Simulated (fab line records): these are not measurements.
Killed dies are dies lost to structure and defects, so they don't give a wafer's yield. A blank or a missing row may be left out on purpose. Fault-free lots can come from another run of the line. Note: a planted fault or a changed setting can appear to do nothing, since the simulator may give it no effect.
Matching of chambers || flow n5_finfet || rie_diel-06 running N5_HKMG_FIN_ETCH_58: 4 sister chambers
The step etches SOC in N2/H2, target depth 215.8 nm, time 741 s. 16 wafers are shown with their chamber, then 8 later ones without.

WAFERS, EACH WITH ITS CHAMBER
{"wafer": "L076.4", "chamber": 1, "drypump_motor_current_A (A)": 6.5, "showerhead_plenum_p_Torr (Torr)": 2.61, "oes_product_au (a.u.)": 0.89}
{"wafer": "L076.5", "chamber": 0, "drypump_motor_current_A (A)": 5.3, "showerhead_plenum_p_Torr (Torr)": 2.64, "oes_product_au (a.u.)": 0.76}
{"wafer": "L076.6", "chamber": 2, "drypump_motor_current_A (A)": 5.4, "showerhead_plenum_p_Torr (Torr)": 2.60, "oes_product_au (a.u.)": 0.69}
{"wafer": "L080.3", "chamber": 3, "drypump_motor_current_A (A)": 4.8, "showerhead_plenum_p_Torr (Torr)": 2.50, "oes_product_au (a.u.)": 0.94}
{"wafer": "L080.4", "chamber": 0, "drypump_motor_current_A (A)": 5.3, "showerhead_plenum_p_Torr (Torr)": 2.64, "oes_product_au (a.u.)": 0.75}
{"wafer": "L080.5", "chamber": 3, "drypump_motor_current_A (A)": 4.8, "showerhead_plenum_p_Torr (Torr)": 2.50, "oes_product_au (a.u.)": 0.94}
{"wafer": "L083.3", "chamber": 2, "drypump_motor_current_A (A)": 5.4, "showerhead_plenum_p_Torr (Torr)": 2.60, "oes_product_au (a.u.)": 0.68}
{"wafer": "L083.4", "chamber": 0, "drypump_motor_current_A (A)": 5.3, "showerhead_plenum_p_Torr (Torr)": 2.63, "oes_product_au (a.u.)": 0.75}
{"wafer": "L083.5", "chamber": 2, "drypump_motor_current_A (A)": 5.4, "showerhead_plenum_p_Torr (Torr)": 2.60, "oes_product_au (a.u.)": 0.68}
{"wafer": "L086.1", "chamber": 3, "drypump_motor_current_A (A)": 4.8, "showerhead_plenum_p_Torr (Torr)": 2.49, "oes_product_au (a.u.)": 0.90}
{"wafer": "L086.2", "chamber": 1, "drypump_motor_current_A (A)": 6.4, "showerhead_plenum_p_Torr (Torr)": 2.60, "oes_product_au (a.u.)": 0.85}
{"wafer": "L086.3", "chamber": 0, "drypump_motor_current_A (A)": 5.3, "showerhead_plenum_p_Torr (Torr)": 2.63, "oes_product_au (a.u.)": 0.75}
{"wafer": "L087.1", "chamber": 1, "drypump_motor_current_A (A)": 6.5, "showerhead_plenum_p_Torr (Torr)": 2.60, "oes_product_au (a.u.)": 0.84}
{"wafer": "L087.2", "chamber": 0, "drypump_motor_current_A (A)": 5.3, "showerhead_plenum_p_Torr (Torr)": 2.63, "oes_product_au (a.u.)": 0.74}
{"wafer": "L087.4", "chamber": 3, "drypump_motor_current_A (A)": 4.8, "showerhead_plenum_p_Torr (Torr)": 2.49, "oes_product_au (a.u.)": 0.89}
{"wafer": "L092.2", "chamber": 3, "drypump_motor_current_A (A)": 4.8, "showerhead_plenum_p_Torr (Torr)": 2.49, "oes_product_au (a.u.)": 0.86}

SIGNATURES (means of the wafers above)
{"reading": "drypump_motor_current_A", "chamber 0": 5.300, "chamber 1": 6.467, "chamber 2": 5.400, "chamber 3": 4.800, "scatter within a chamber": 0.0236}
{"reading": "showerhead_plenum_p_Torr", "chamber 0": 2.6340, "chamber 1": 2.6033, "chamber 2": 2.6000, "chamber 3": 2.4940, "scatter within a chamber": 0.00506}
{"reading": "oes_product_au", "chamber 0": 0.7500, "chamber 1": 0.8600, "chamber 2": 0.6833, "chamber 3": 0.9060, "scatter within a chamber": 0.0231}
Rule: a wafer's distance from a chamber is the root of the sum, over the readings, of the square of ((its reading less the chamber's mean) divided by the reading's scatter). The wafer belongs to the nearest chamber; if the next one is less than 2 further off, it can't be placed. The scatter is the square root of a quotient: the sum, over the shown wafers, of each reading's squared deviation from its chamber's mean, divided by wafers minus chambers.

WAFERS WHOSE CHAMBER IS MISSING
{"wafer": "L092.4", "drypump_motor_current_A (A)": 4.8, "showerhead_plenum_p_Torr (Torr)": 2.49, "oes_product_au (a.u.)": 0.87}
{"wafer": "L092.6", "drypump_motor_current_A (A)": 4.8, "showerhead_plenum_p_Torr (Torr)": 2.49, "oes_product_au (a.u.)": 0.87}
{"wafer": "L093.1", "drypump_motor_current_A (A)": 5.3, "showerhead_plenum_p_Torr (Torr)": 2.63, "oes_product_au (a.u.)": 0.74}
{"wafer": "L093.5", "drypump_motor_current_A (A)": 5.3, "showerhead_plenum_p_Torr (Torr)": 2.63, "oes_product_au (a.u.)": 0.73}
{"wafer": "L093.6", "drypump_motor_current_A (A)": 4.8, "showerhead_plenum_p_Torr (Torr)": 2.49, "oes_product_au (a.u.)": 0.87}
{"wafer": "L096.1", "drypump_motor_current_A (A)": 5.5, "showerhead_plenum_p_Torr (Torr)": 2.59, "oes_product_au (a.u.)": 0.95}
{"wafer": "L096.3", "drypump_motor_current_A (A)": 5.3, "showerhead_plenum_p_Torr (Torr)": 2.62, "oes_product_au (a.u.)": 0.74}
{"wafer": "L096.5", "drypump_motor_current_A (A)": 5.4, "showerhead_plenum_p_Torr (Torr)": 2.59, "oes_product_au (a.u.)": 0.95}

WHICH CHAMBER EACH ONE RAN IN
{"wafer": "L092.4", "from the rows above": 3, "in truth": 3}
{"wafer": "L092.6", "from the rows above": 3, "in truth": 3}
{"wafer": "L093.1", "from the rows above": 0, "in truth": 0}
{"wafer": "L093.5", "from the rows above": 0, "in truth": 0}
{"wafer": "L093.6", "from the rows above": 3, "in truth": 3}
{"wafer": "L096.1", "from the rows above": 2, "in truth": 2}
{"wafer": "L096.3", "from the rows above": 0, "in truth": 0}
{"wafer": "L096.5", "from the rows above": "can't be placed: 2 or 0", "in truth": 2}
Placed correctly: 7 of 8. Not placeable from these rows: 1 (in 1, the candidates include the true chamber). Wrongly placed: 0.
